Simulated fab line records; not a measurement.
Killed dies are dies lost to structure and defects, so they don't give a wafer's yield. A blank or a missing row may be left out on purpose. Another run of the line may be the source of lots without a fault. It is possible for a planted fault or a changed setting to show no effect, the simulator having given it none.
Chamber matching -- flow n5Finfet -- uvCure-03 running N5_BEOL_M6_CURE_74: 3 sister chambers
The step cures SiCOH lowk, time 240 s. 6 wafers are shown with their chamber, then 12 later ones without.

== EACH WAFER AND ITS CHAMBER ==
wafer,chamber,wafer_temp_C_max,lampPowerPct (%)
L082.3,0,386.5,52.29
L082.5,0,386.6,52.33
L084.3,2,386.0,52.34
L084.6,2,386.0,52.35
L086.4,1,387.4,52.40
L086.5,1,387.4,52.40

== WAFERS WITHOUT THEIR CHAMBER ==
wafer,wafer_temp_C_max,lampPowerPct (%)
L089.1,386.8,52.32
L089.3,387.2,52.31
L089.4,387.0,52.34
L090.2,387.2,52.25
L090.3,386.1,52.42
L090.4,386.0,52.31
L088.1,386.7,52.27
L088.2,386.5,52.35
L088.5,386.3,52.34
L091.3,387.2,52.31
L091.5,387.1,52.31
L091.6,386.8,52.30

== WHICH CHAMBER EACH WENT THROUGH ==
wafer,from the rows above,in truth
L089.1,0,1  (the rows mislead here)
L089.3,1,1
L089.4,can't be placed: 1 or 0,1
L090.2,1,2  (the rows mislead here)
L090.3,2,2
L090.4,2,2
L088.1,0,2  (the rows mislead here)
L088.2,0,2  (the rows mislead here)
L088.5,can't be placed: 0 or 2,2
L091.3,1,1
L091.5,1,1
L091.6,0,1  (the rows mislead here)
Placed correctly: 5 of 12. Not placeable from these rows: 2 (in 2, the candidates include the true chamber). Wrongly placed: 5.
How it was worked out, from the rows above alone: a wafer's distance from a chamber is the root of the sum, over the readings, of the square of ((its reading less the chamber's mean) divided by the reading's scatter). The wafer belongs to the nearest chamber; if the next one is less than 2 further off, it can't be placed. Each chamber's mean is taken over the wafers shown for it. The scatter is the square root of a quotient: the sum, over the shown wafers, of each reading's squared deviation from its chamber's mean, divided by wafers minus chambers.
